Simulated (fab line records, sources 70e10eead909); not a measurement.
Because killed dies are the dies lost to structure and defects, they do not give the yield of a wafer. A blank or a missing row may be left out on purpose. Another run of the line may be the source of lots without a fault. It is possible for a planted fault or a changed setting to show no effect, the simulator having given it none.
2 desks, one fault + flow nand_harc + every desk sees just its own numbers, and what lay behind them comes last

## AT THE METROLOGY DESK
What the gauges read, lot by lot, whatever tool the lot ran on: means of the sampled wafers that have a number. If a lot's mean is further than 4 standard deviations from the usual mean, the lot is out of limits and carries the mark OUT (the distance appears in the brackets).
Columns: A = cd_nm at NHARC_THIN_TSV_CD_MEAS_33, usual 5000.6 nm
| lot  | first seen here | A      |
|------|-----------------|--------|
| L634 | day 19 06:59    | 5002.3 |
| L632 | day 19 08:17    | 5001.7 |
| L633 | day 19 09:19    | 4997.5 |
| L631 | day 19 13:35    | 5001.1 |
| L636 | day 20 05:29    | 5000.3 |
| L635 | day 20 10:32    | 5001.3 |
| L638 | day 20 11:52    | 4998.4 |
| L637 | day 21 07:27    | 4999.2 |
| L639 | day 21 08:25    | 4997.6 |
| L647 | day 24 00:00    | 4998.9 |
| L650 | day 24 07:00    | 5002.3 |
| L652 | day 24 16:17    | 4998.0 |
Result from this desk: across the 12 lots, nothing is out of limits.

## AT THE TOOL OWNER'S DESK: pecvd-04
The tool's own readings at NHARC_THIN_TSV_DEP_43 (deposits SiO2, target thk 1328.5 nm): means of the sampled wafers that have a number, for each lot that ran on this tool. If a lot's mean is further than 4 standard deviations from the usual mean, the lot is out of limits and carries the mark OUT (the distance appears in the brackets).
Columns: A = flow_sccm at NHARC_THIN_TSV_DEP_43, usual 2650 sccm; B = throttle_valve_pct at NHARC_THIN_TSV_DEP_43, usual 16.1 %
| lot  | first seen here | A    | B    |
|------|-----------------|------|------|
| L631 | day 19 06:53    | 2642 | 16.1 |
| L636 | day 19 22:08    | 2652 | 15.9 |
| L638 | day 20 05:05    | 2645 | 15.9 |
| L637 | day 21 00:41    | 2647 | 15.9 |
| L639 | day 21 01:47    | 2648 | 15.6 |
Result from this desk: across the 5 lots, nothing is out of limits.

## BROUGHT TOGETHER
Nothing out of limits was seen by the metrology desk.
The desk of the tool owner found nothing out of limits.

## WHAT THE SIMULATOR HAD PUT IN
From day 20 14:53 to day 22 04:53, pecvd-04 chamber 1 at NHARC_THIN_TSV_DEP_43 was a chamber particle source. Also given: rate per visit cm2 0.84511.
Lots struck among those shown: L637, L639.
